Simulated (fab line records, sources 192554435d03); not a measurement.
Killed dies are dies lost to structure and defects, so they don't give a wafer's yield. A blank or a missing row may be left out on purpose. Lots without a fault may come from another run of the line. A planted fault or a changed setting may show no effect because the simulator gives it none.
Which tool did it? | flow n5_finfet | 24 lots, 72 wafers sampled, at 6 steps of a route of 1938

WHAT THE GAUGES READ, wafer by wafer
N5_BEOL_M7_OVL_MEAS_12. Usual: M7_OVL 0.2 nm, standard deviation 0.69.
lot  | measured     | on         | M7_OVL (nm)    | flag
L074 | day 9 06:19  | overlay-02 | 0.4 0.5 -0.8   |
L076 | day 9 09:26  | overlay-02 | -0.6 0.3 -0.2  |
L075 | day 9 18:36  | overlay-02 | 0.0 0.1 -0.8   |
L077 | day 9 21:27  | overlay-02 | 0.1 -0.5 0.1   |
L078 | day 10 01:04 | overlay-02 | -1.0 -0.8 0.6  |
L079 | day 10 11:47 | overlay-02 | -0.7 -0.1 0.4  |
L080 | day 10 14:40 | overlay-01 | 1.6 1.0 0.9    |
L081 | day 11 02:34 | overlay-02 | -0.1 -0.2 -0.3 |
L083 | day 11 06:31 | overlay-02 | 0.8 -0.4 -0.3  |
L082 | day 11 14:02 | overlay-01 | 0.6 1.1 0.5    |
L084 | day 11 14:13 | overlay-02 | 0.3 0.4 -0.1   |
L085 | day 12 11:19 | overlay-02 | 0.4 -0.2 0.2   |
L088 | day 12 11:47 | overlay-02 | -0.6 -0.1 0.4  |
L086 | day 12 15:31 | overlay-01 | 0.6 0.9 0.3    |
L087 | day 12 18:02 | overlay-02 | 0.0 -1.0 0.1   |
L091 | day 12 18:27 | overlay-02 | 0.7 1.5 0.3    |
L090 | day 12 21:46 | overlay-01 | 0.1 1.1 0.9    |
L089 | day 12 23:52 | overlay-02 | -0.8 1.0 1.1   |
L092 | day 13 18:22 | overlay-01 | 0.2 0.7 0.5    |
L093 | day 14 00:40 | overlay-02 | 0.6 0.5 0.6    |
L094 | day 14 01:21 | overlay-02 | -0.4 -0.4 -0.7 |
L095 | day 14 04:28 | overlay-01 | 0.4 1.0 1.7    |
L097 | day 14 21:22 | overlay-01 | 0.5 1.1 0.8    |
L096 | day 15 00:20 | overlay-01 | 0.4 0.6 0.5    |

N5_BEOL_M7_OVL_MEAS_29. Usual: V6_OVL 0.6 nm, standard deviation 0.84.
lot  | measured     | on         | V6_OVL (nm)    | flag
L074 | day 9 08:51  | overlay-01 | 0.8 0.7 1.8    |
L076 | day 9 12:55  | overlay-02 | -0.1 -0.5 -0.9 |
L075 | day 9 20:34  | overlay-01 | -1.1 0.5 -0.6  |
L077 | day 9 22:29  | overlay-01 | 1.2 1.5 0.7    |
L078 | day 10 03:01 | overlay-01 | 1.8 1.6 1.8    |
L079 | day 10 13:13 | overlay-02 | 1.4 2.1 2.0    |
L080 | day 10 16:10 | overlay-02 | 1.1 1.9 0.7    |
L081 | day 11 05:05 | overlay-02 | 0.7 0.1 0.6    |
L083 | day 11 07:29 | overlay-01 | -0.2 -0.6 -0.3 |
L082 | day 11 15:06 | overlay-01 | -0.3 -1.2 -0.3 |
L084 | day 11 15:16 | overlay-02 | 0.5 0.4 1.0    |
L085 | day 12 13:37 | overlay-01 | -0.3 -1.1 0.0  |
L088 | day 12 13:25 | overlay-01 | 1.3 1.9 1.2    |
L086 | day 12 17:04 | overlay-02 | 0.2 0.5 0.5    |
L087 | day 12 18:59 | overlay-01 | 0.0 0.6 -0.7   |
L091 | day 12 19:28 | overlay-02 | 0.7 0.4 0.1    |
L090 | day 12 23:01 | overlay-01 | 0.3 0.2 -0.2   |
L089 | day 13 03:46 | overlay-02 | 0.1 -0.7 0.1   |
L092 | day 13 20:23 | overlay-01 | 0.6 1.9 1.1    |
L093 | day 14 03:07 | overlay-02 | 0.0 0.9 -0.2   |
L094 | day 14 02:46 | overlay-01 | 0.7 1.1 1.7    |
L095 | day 14 06:40 | overlay-02 | 1.8 2.0 1.7    |
L097 | day 14 23:23 | overlay-02 | 1.5 1.0 1.3    |
L096 | day 15 01:20 | overlay-01 | 1.4 0.4 0.8    |

N5_BEOL_M7_THK_MEAS_53: measures by xrf. Usual: M7_THK 79.8 nm, standard deviation 2.4.
lot  | measured     | on            | M7_THK (nm)    | flag
L074 | day 9 11:37  | film_metro-02 | 80.4 75.8 76.3 |
L076 | day 9 17:18  | film_metro-01 | 75.9 75.0 78.9 |
L075 | day 9 23:59  | film_metro-02 | 82.3 83.9 83.4 |
L077 | day 10 01:26 | film_metro-01 | 81.0 81.6 80.3 |
L078 | day 10 05:58 | film_metro-02 | 77.3 77.6 78.5 |
L079 | day 10 16:17 | film_metro-02 | 83.4 81.0 78.0 |
L080 | day 10 20:33 | film_metro-01 | 79.8 75.7 75.0 |
L081 | day 11 08:19 | film_metro-02 | 82.3 81.5 84.6 |
L083 | day 11 11:42 | film_metro-01 | 77.5 77.5 77.7 |
L082 | day 11 19:50 | film_metro-01 | 83.4 84.5 80.9 |
L084 | day 11 20:06 | film_metro-01 | 78.2 79.9 80.6 |
L085 | day 12 18:38 | film_metro-02 | 80.0 78.4 78.7 |
L088 | day 12 18:21 | film_metro-02 | 82.1 81.5 82.0 |
L086 | day 12 20:19 | film_metro-01 | 79.7 79.1 78.7 |
L087 | day 12 21:44 | film_metro-01 | 77.7 78.5 77.5 |
L091 | day 12 22:23 | film_metro-02 | 81.2 81.0 81.4 |
L090 | day 13 03:12 | film_metro-02 | 78.8 79.7 81.4 |
L089 | day 13 06:29 | film_metro-01 | 78.4 76.6 79.8 |
L092 | day 14 00:41 | film_metro-02 | 82.4 81.7 81.2 |
L093 | day 14 07:37 | film_metro-02 | 81.6 82.0 80.4 |
L094 | day 14 05:47 | film_metro-01 | 77.7 78.6 77.4 |
L095 | day 14 11:34 | film_metro-02 | 76.9 77.5 78.7 |
L097 | day 15 03:06 | film_metro-01 | 81.1 82.5 82.3 |
L096 | day 15 03:58 | film_metro-01 | 78.5 82.0 76.0 |

WHICH TOOL RAN EACH LOT (tool, then ch and the chambers of the sampled wafers, then the start)
lot  | N5_BEOL_M6_SURFACE_TREAT_79  | N5_BEOL_M7_STRIP_36                | N5_BEOL_M7_DEGAS_44
L074 | pvd_sputter-01, day 9 03:32  | rie_diel-05 ch 0,1, day 9 09:10    | pvd_sputter-02, day 9 09:58
L076 | pvd_sputter-02, day 9 04:47  | rie_diel-05 ch 0,1,3, day 9 14:00  | pvd_sputter-02, day 9 14:44
L075 | pvd_sputter-03, day 9 14:22  | rie_diel-04 ch 0,1,3, day 9 21:01  | pvd_sputter-03, day 9 21:55
L077 | pvd_sputter-03, day 9 17:10  | rie_diel-01 ch 1,2,3, day 9 22:49  | pvd_sputter-01, day 9 23:41
L078 | pvd_sputter-03, day 9 21:59  | rie_diel-01 ch 1,2,3, day 10 03:20 | pvd_sputter-02, day 10 04:20
L079 | pvd_sputter-02, day 10 07:47 | rie_diel-05 ch 0,2,3, day 10 13:32 | pvd_sputter-02, day 10 14:25
L080 | pvd_sputter-02, day 10 10:49 | rie_diel-05 ch 0,1, day 10 16:29   | pvd_sputter-01, day 10 17:55
L081 | pvd_sputter-03, day 10 22:25 | rie_diel-04 ch 1,2, day 11 05:41   | pvd_sputter-03, day 11 06:29
L083 | pvd_sputter-02, day 11 03:02 | rie_diel-05 ch 0,2,3, day 11 07:49 | pvd_sputter-01, day 11 10:08
L082 | pvd_sputter-01, day 11 10:01 | rie_diel-04 ch 0,1,3, day 11 16:56 | pvd_sputter-02, day 11 18:24
L084 | pvd_sputter-02, day 11 10:27 | rie_diel-01 ch 0,1, day 11 16:56   | pvd_sputter-02, day 11 18:29
L085 | pvd_sputter-01, day 12 06:29 | rie_diel-01 ch 0,1,2, day 12 14:41 | pvd_sputter-01, day 12 15:28
L088 | pvd_sputter-02, day 12 07:56 | rie_diel-04 ch 0,2,3, day 12 14:19 | pvd_sputter-02, day 12 15:10
L086 | pvd_sputter-03, day 12 12:08 | rie_diel-05 ch 1,2, day 12 17:23   | pvd_sputter-01, day 12 18:29
L087 | pvd_sputter-02, day 12 13:23 | rie_diel-01 ch 2,3, day 12 19:19   | pvd_sputter-02, day 12 20:15
L091 | pvd_sputter-02, day 12 14:59 | rie_diel-05 ch 1,2, day 12 19:48   | pvd_sputter-03, day 12 20:47
L090 | pvd_sputter-02, day 12 19:13 | rie_diel-01 ch 0,1,3, day 12 23:19 | pvd_sputter-01, day 13 00:04
L089 | pvd_sputter-02, day 12 19:17 | rie_diel-05 ch 1,2, day 13 04:05   | pvd_sputter-01, day 13 04:56
L092 | pvd_sputter-03, day 13 13:44 | rie_diel-04 ch 1,2,3, day 13 20:43 | pvd_sputter-03, day 13 21:33
L093 | pvd_sputter-01, day 13 20:50 | rie_diel-01 ch 0,1,3, day 14 03:30 | pvd_sputter-03, day 14 04:50
L094 | pvd_sputter-02, day 13 21:18 | rie_diel-01 ch 1,2,3, day 14 03:06 | pvd_sputter-02, day 14 04:02
L095 | pvd_sputter-03, day 13 23:57 | rie_diel-01 ch 1,2,3, day 14 07:26 | pvd_sputter-02, day 14 09:21
L097 | pvd_sputter-03, day 14 17:46 | rie_diel-04 ch 0,1, day 14 23:51   | pvd_sputter-02, day 15 00:59
L096 | pvd_sputter-03, day 14 20:22 | rie_diel-05 ch 0,2,3, day 15 01:40 | pvd_sputter-02, day 15 02:25
- N5_BEOL_M6_SURFACE_TREAT_79
- N5_BEOL_M7_STRIP_36: strips in N2/H2.
- N5_BEOL_M7_DEGAS_44: time 60 s.

WHAT THE TOOLS THEMSELVES READ (means of the sampled wafers that have a number; where no wafer has one, the mark that the record gives instead)
N5_BEOL_M7_STRIP_36. Usual: drypump_motor_current_A 5.8 A, standard deviation 0.42; n2_flow_sccm 199.9 sccm, standard deviation 0.61; oes_product_au 0.80 a.u., standard deviation 0.066; rf_vpp_V 59.0 V, standard deviation 1.5; showerhead_plenum_p_Torr 2.55 Torr, standard deviation 0.087; throttle_valve_pct 23.61 %, standard deviation 0.24.
lot  | tool        | drypump_motor_current_A (A) | n2_flow_sccm (sccm) | oes_product_au (a.u.) | rf_vpp_V (V) | showerhead_plenum_p_Torr (Torr) | throttle_valve_pct (%) | flag
L074 | rie_diel-05 | 6.0                         | 200.4               | 0.88                  | 58.4         | 2.55                            | 23.74                  |
L076 | rie_diel-05 | 6.1                         | 200.2               | 0.81                  | 58.8         | 2.55                            | 23.71                  |
L075 | rie_diel-04 | 5.6                         | 200.0               | 0.85                  | 59.0         | 2.63                            | 23.45                  |
L077 | rie_diel-01 | 5.8                         | 200.0               | 0.80                  | 60.2         | 2.48                            | 23.54                  |
L078 | rie_diel-01 | 5.8                         | 199.7               | 0.80                  | 60.0         | 2.48                            | 23.53                  |
L079 | rie_diel-05 | 5.8                         | 199.9               | 0.80                  | 59.4         | 2.59                            | 23.82                  |
L080 | rie_diel-05 | 6.0                         | 199.8               | 0.87                  | 58.8         | 2.54                            | 23.75                  |
L081 | rie_diel-04 | 5.7                         | 199.7               | 0.87                  | 58.9         | 2.69                            | 23.27                  |
L083 | rie_diel-05 | 5.8                         | 200.0               | 0.79                  | 58.7         | 2.59                            | 23.80                  |
L082 | rie_diel-04 | 5.6                         | 199.8               | 0.82                  | 58.7         | 2.62                            | 23.47                  |
L084 | rie_diel-01 | 6.3                         | 200.0               | 0.79                  | 60.7         | 2.51                            | 23.67                  |
L085 | rie_diel-01 | 5.9                         | 200.0               | 0.76                  | 59.3         | 2.50                            | 23.71                  |
L088 | rie_diel-04 | 5.5                         | 199.6               | 0.83                  | 58.6         | 2.62                            | 23.26                  |
L086 | rie_diel-05 | 5.8                         | 198.9               | 0.76                  | 58.1         | 2.47                            | 23.74                  |
L087 | rie_diel-01 | 5.5                         | 200.7               | 0.75                  | 58.3         | 2.46                            | 23.59                  |
L091 | rie_diel-05 | 5.6                         | 200.2               | 0.76                  | 59.0         | 2.52                            | 23.85                  |
L090 | rie_diel-01 | 6.1                         | 199.4               | 0.75                  | 59.3         | 2.53                            | 23.52                  |
L089 | rie_diel-05 | 5.6                         | 199.8               | 0.75                  | 59.2         | 2.52                            | 23.84                  |
L092 | rie_diel-04 | 5.7                         | 200.3               | 0.85                  | 58.8         | 2.68                            | 23.41                  |
L093 | rie_diel-01 | 6.1                         | 200.0               | 0.75                  | 59.2         | 2.53                            | 23.53                  |
L094 | rie_diel-01 | 5.8                         | 200.1               | 0.76                  | 58.4         | 2.47                            | 23.59                  |
L095 | rie_diel-01 | 5.8                         | 199.9               | 0.77                  | 59.0         | 2.47                            | 23.58                  |
L097 | rie_diel-04 | 5.6                         | 199.8               | 0.77                  | 58.1         | 2.61                            | 23.66                  |
L096 | rie_diel-05 | 5.8                         | 200.1               | 0.86                  | 59.0         | 2.58                            | 23.75                  |

N5_BEOL_M7_DEGAS_44. Usual: heater_power_w 322 W, standard deviation 39.
lot  | tool           | heater_power_w (W) | flag
L074 | pvd_sputter-02 | 329                |
L076 | pvd_sputter-02 | 308                |
L075 | pvd_sputter-03 | 308                |
L077 | pvd_sputter-01 | 331                |
L078 | pvd_sputter-02 | 338                |
L079 | pvd_sputter-02 | 281                |
L080 | pvd_sputter-01 | 319                |
L081 | pvd_sputter-03 | 276                |
L083 | pvd_sputter-01 | 326                |
L082 | pvd_sputter-02 | 314                |
L084 | pvd_sputter-02 | 334                |
L085 | pvd_sputter-01 | 325                |
L088 | pvd_sputter-02 | 302                |
L086 | pvd_sputter-01 | 337                |
L087 | pvd_sputter-02 | 319                |
L091 | pvd_sputter-03 | 274                |
L090 | pvd_sputter-01 | 319                |
L089 | pvd_sputter-01 | 315                |
L092 | pvd_sputter-03 | 318                |
L093 | pvd_sputter-03 | 335                |
L094 | pvd_sputter-02 | 300                |
L095 | pvd_sputter-02 | 333                |
L097 | pvd_sputter-02 | 340                |
L096 | pvd_sputter-02 | 302                |

THE ANSWER, worked out from the rows above alone
Rule: a lot is off if the mean of its wafers that have a number lies more than 3 standard deviations from the usual mean. A lot without any number at a reading at which 4 lots or more have one is off too. The other lots that the step has rows for count as sound. The gauges are gone through in route order, then the tools' own readings, and for those a lot's mean is taken as printed above. The first step at which some lot is off is used, and at that step the reading that is off furthest; a lot without a number counts as furthest.
No lot is off at any reading shown: from this, nothing can be told.

WHAT THE SIMULATOR HAD PUT IN
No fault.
